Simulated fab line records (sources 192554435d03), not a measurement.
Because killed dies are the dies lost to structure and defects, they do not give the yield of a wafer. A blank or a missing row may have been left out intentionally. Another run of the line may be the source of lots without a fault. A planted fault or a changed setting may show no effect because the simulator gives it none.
What tool caused it? :: flow n5-finfet :: 10 lots, 28 wafers sampled, at 2 steps of a route of 1938

== WHAT THE GAUGES READ, wafer by wafer ==
N5_FIN_SAQP_OVL_MEAS_17. Usual: FIN_CORE_OVL -0.3 nm, standard deviation 0.84.
lot: L389
measured: day 3 15:58
on: overlay-02
FIN_CORE_OVL (nm): -0.2 -0.1 -1.8
flag: 

lot: L391
measured: day 4 04:57
on: overlay-02
FIN_CORE_OVL (nm): -1.8 -0.5 -1.0
flag: 

lot: L392
measured: day 4 09:51
on: overlay-01
FIN_CORE_OVL (nm): -1.1 -0.8 -0.8
flag: 

lot: L395
measured: day 5 07:13
on: overlay-02
FIN_CORE_OVL (nm): -0.5 -0.4
flag: 

lot: L398
measured: day 5 23:32
on: overlay-01
FIN_CORE_OVL (nm): 1.1 0.7
flag: 

lot: L399
measured: day 6 03:44
on: overlay-02
FIN_CORE_OVL (nm): -0.4 -0.3 -1.0
flag: 

lot: L402
measured: day 6 22:10
on: overlay-01
FIN_CORE_OVL (nm): -0.2 -0.9 1.2
flag: 

lot: L403
measured: day 7 05:31
on: overlay-02
FIN_CORE_OVL (nm): -1.1 -1.2 -1.1
flag: 

lot: L404
measured: day 7 09:19
on: overlay-01
FIN_CORE_OVL (nm): -0.7 -0.9 -0.6
flag: 

lot: L405
measured: day 7 19:13
on: overlay-01
FIN_CORE_OVL (nm): -1.1 0.2 -0.6
flag: 

== WHAT TOOL EACH LOT RAN ON (gives the tool, then ch and the chambers of the sampled wafers, and finally the start) ==
lot: L389
N5_FIN_SAQP_PECVD_48: pecvd-01 ch 0,1,2, day 3 15:27

lot: L391
N5_FIN_SAQP_PECVD_48: pecvd-01 ch 0,2, day 4 04:15

lot: L392
N5_FIN_SAQP_PECVD_48: pecvd-01 ch 0,1,2, day 4 09:19

lot: L395
N5_FIN_SAQP_PECVD_48: pecvd-01 ch 1,2, day 5 06:28

lot: L398
N5_FIN_SAQP_PECVD_48: pecvd-01 ch 0,2, day 5 22:52

lot: L399
N5_FIN_SAQP_PECVD_48: pecvd-03 ch 0,2, day 6 03:04

lot: L402
N5_FIN_SAQP_PECVD_48: pecvd-03 ch 1,2, day 6 21:31

lot: L403
N5_FIN_SAQP_PECVD_48: pecvd-03 ch 0,2, day 7 04:59

lot: L404
N5_FIN_SAQP_PECVD_48: pecvd-02 ch 0,1, day 7 08:40

lot: L405
N5_FIN_SAQP_PECVD_48: pecvd-02 ch 0,1,2, day 7 18:34
- N5_FIN_SAQP_PECVD_48: deposits SiNx from SiH4/NH3/N2, target thk 25 nm, time 22.1 s.

== AS READ BY THE TOOLS THEMSELVES (means over the sampled wafers that have a number; for cases with no such wafer, the mark the record gives instead) ==
N5_FIN_SAQP_PECVD_48. Usual: chamber-pressure-Torr 1.500 Torr, standard deviation 0.0031; heater-power-w 797 W, standard deviation 140; showerhead-plenum-p-Torr 5.16 Torr, standard deviation 0.048; showerhead-vpp-V 1027 V, standard deviation 34; throttle-valve-pct 39.4 %, standard deviation 2.
lot: L389
tool: pecvd-01
chamber-pressure-Torr (Torr): 1.497
heater-power-w (W): 810
showerhead-plenum-p-Torr (Torr): 5.13
showerhead-vpp-V (V): 1031
throttle-valve-pct (%): 40.0
flag: 

lot: L391
tool: pecvd-01
chamber-pressure-Torr (Torr): 1.501
heater-power-w (W): 693
showerhead-plenum-p-Torr (Torr): 5.17
showerhead-vpp-V (V): 1004
throttle-valve-pct (%): 38.9
flag: 

lot: L392
tool: pecvd-01
chamber-pressure-Torr (Torr): 1.501
heater-power-w (W): 765
showerhead-plenum-p-Torr (Torr): 5.13
showerhead-vpp-V (V): 1029
throttle-valve-pct (%): 39.9
flag: 

lot: L395
tool: pecvd-01
chamber-pressure-Torr (Torr): 1.500
heater-power-w (W): 802
showerhead-plenum-p-Torr (Torr): 5.14
showerhead-vpp-V (V): 1037
throttle-valve-pct (%): 39.8
flag: 

lot: L398
tool: pecvd-01
chamber-pressure-Torr (Torr): 1.498
heater-power-w (W): 723
showerhead-plenum-p-Torr (Torr): 5.15
showerhead-vpp-V (V): 1019
throttle-valve-pct (%): 39.3
flag: 

lot: L399
tool: pecvd-03
chamber-pressure-Torr (Torr): 1.500
heater-power-w (W): 767
showerhead-plenum-p-Torr (Torr): 5.21
showerhead-vpp-V (V): 1012
throttle-valve-pct (%): 38.6
flag: 

lot: L402
tool: pecvd-03
chamber-pressure-Torr (Torr): 1.502
heater-power-w (W): 897
showerhead-plenum-p-Torr (Torr): 5.13
showerhead-vpp-V (V): 998
throttle-valve-pct (%): 39.1
flag: 

lot: L403
tool: pecvd-03
chamber-pressure-Torr (Torr): 1.500
heater-power-w (W): 741
showerhead-plenum-p-Torr (Torr): 5.21
showerhead-vpp-V (V): 1002
throttle-valve-pct (%): 38.5
flag: 

lot: L404
tool: pecvd-02
chamber-pressure-Torr (Torr): 1.497
heater-power-w (W): 698
showerhead-plenum-p-Torr (Torr): 5.18
showerhead-vpp-V (V): 1022
throttle-valve-pct (%): 40.7
flag: 

lot: L405
tool: pecvd-02
chamber-pressure-Torr (Torr): 1.501
heater-power-w (W): 766
showerhead-plenum-p-Torr (Torr): 5.18
showerhead-vpp-V (V): 1036
throttle-valve-pct (%): 38.7
flag: 

== THE ANSWER, worked out from the rows above alone ==
Rule: take the mean of a lot's wafers that have a number; if it is more than 3 standard deviations from the usual mean, the lot is off. Also off: a lot with no number at a reading for which 4 or more lots have one. Any other lot the step has rows for is counted as sound. The gauges are gone through in route order, then the tools' own readings, and for those a lot's mean is taken as printed above. The first step at which some lot is off is used, and at that step the reading that is off furthest; a lot without a number counts as furthest.
No lot is off on any of the readings shown, so nothing can be concluded from this.

== WHAT THE SIMULATOR HAD INSERTED ==
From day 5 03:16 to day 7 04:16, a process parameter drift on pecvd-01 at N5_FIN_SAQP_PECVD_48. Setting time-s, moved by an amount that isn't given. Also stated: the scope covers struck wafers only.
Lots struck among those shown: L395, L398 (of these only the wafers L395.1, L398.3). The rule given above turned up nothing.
